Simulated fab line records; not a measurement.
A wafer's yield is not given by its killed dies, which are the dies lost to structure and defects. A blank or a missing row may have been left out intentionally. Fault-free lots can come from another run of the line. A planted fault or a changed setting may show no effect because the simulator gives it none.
Struck lot and sound lot, side by side || flow n5-finfet || 14 steps out of a route of 1938
Sound: wafers L280.3, L280.5, L280.6. Struck: wafers L289.1, L289.5. (L289.2 of the same lot was not struck and is left out.) The cause comes at the end.
Order at every step that has rows: each side's tool, ch and its chambers, its first start. Under that, the readings that differ: sound wafers || struck wafers || difference of the means || sigmas: that difference in standard deviations of wafers without a fault.
alike: readings whose means differ by less than 2 such deviations, and words and numbers that are the same on both sides. not compared: withheld readings, readings that some wafer has no value for, bounds like >300 that may hide the same value, and numbers for which the record gives no deviation and whose values overlap.
The two part at a step that has a row with sigmas, a row that says differs or no value, or rows on one side only. When numbers do not overlap yet have no deviation, they are printed without sigmas and do not part them. A reading that every wafer of one side lacks parts them only if that side has two wafers or more.

first, 10 steps without rows for these wafers: N5_FIN_CUT_DESCUM_13 (chemistry O2, time 7 s); N5_FIN_CUT_ETCH_30 (etches underlayer in N2/H2, target depth 13 nm, time 10.4 s); N5_FIN_CUT_ETCH_20 (etches SiARC in CF4, target depth 26 nm, time 43.3 s); N5_FIN_CUT_ETCH_21 (etches SOC in N2/H2, target depth 219 nm, overetch 43.8 nm, time 523.5 s); N5_FIN_CUT_STRIP_23 (strips in N2/H2); N5_FIN_CUT_STRIP_31 (strips in N2/H2); N5_FIN_CUT_STRIP_24 (strips in CF4); N5_FIN_CUT_CUT_ETCH_26 (etches SiNx in CH3F/O2, target depth 39 nm, time 55.7 s); N5_FIN_CUT_CUT_ETCH_27 (etches SiO2 in CHF3/O2, target depth 4 nm, overetch 2 nm, time 4.9 s); N5_FIN_CUT_PRECLEAN_35 (cleans in vHF, time 13.3 s).
N5_FIN_CUT_CUT_ETCH_15: etches Si in HBr/Cl2/O2, target depth 100 nm, bt time 10 s, time 42.4 s.
  sound on rie-si-01 ch 0,1,3, day 3 06:55; struck on rie-si-01 ch 1, day 5 10:25
{"reading": "oes-product-au (a.u.)", "sound": "1.022 0.979 1.001", "struck": "1.053 1.054", "difference": "+0.053", "sigmas": "+4"}
{"reading": "model.FIN_CUT.feature-depth-nm (nm)", "sound": "98.4 99 100.4", "struck": "138.2 137.4", "difference": "+38.5", "sigmas": ""}
{"reading": "model.etch.depth-nm (nm)", "sound": "98.42 99.03 100.5", "struck": "138.2 137.3", "difference": "+38.4", "sigmas": ""}
{"reading": "model.SOC_of_FIN_CUT_COAT_18.thk-nm (nm)", "sound": "170 170 169.6", "struck": "156.8 156", "difference": -13.5, "sigmas": ""}
  alike: chamber-pressure-mTorr, drypump-motor-current-A, throttle-valve-pct
  not compared: rf-hours-counter-h
N5_FIN_CUT_CUT_ETCH_28: etches Si in HBr/Cl2/O2, target depth 6 nm, time 2.4 s.
  sound on rie-si-01 ch 0,1,3, day 3 06:58; struck on rie-si-01 ch 1, day 5 10:29
{"reading": "chamber-pressure-mTorr (mTorr)", "sound": "9.985 9.990 9.989", "struck": "10.013 10.003", "difference": "+0.020", "sigmas": "+2"}
{"reading": "model.SOC_of_FIN_CUT_COAT_18.thk-nm (nm)", "sound": "168.4 168.2 168", "struck": "155.2 154.4", "difference": -13.4, "sigmas": ""}
  alike: drypump-motor-current-A, oes-product-au, throttle-valve-pct
  not compared: rf-hours-counter-h
then, 1 step without rows for these wafers: N5_FIN_CUT_STRIP_22 (strips in N2/H2).
-- a jump in the record: the struck wafers' starts before and after are 6 days apart (it breaks off in module FIN_CUT and resumes in module BEOL_M4, where the first step shown is number 1111 of the route) --
N5_BEOL_M4_RC_MEAS_101:
  sound on prober-02 ch 0, day 9 01:12; struck on prober-01 ch 0, day 11 08:21
  alike: DIBL_N, DIBL_P, IOFF_N, IOFF_P, ION_N, ION_P, SS_N, SS_P, VT_N, VT_P

== WHERE THEY PART ==
First at N5_FIN_CUT_CUT_ETCH_15; last, within this record, at N5_FIN_CUT_CUT_ETCH_28. Later steps at which nothing parts them and some readings are alike: N5_BEOL_M4_RC_MEAS_101.

WHY: the cause the simulator had injected
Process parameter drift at N5_FIN_CUT_CUT_ETCH_15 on rie-si-01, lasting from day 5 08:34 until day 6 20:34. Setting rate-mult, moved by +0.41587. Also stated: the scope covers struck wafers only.
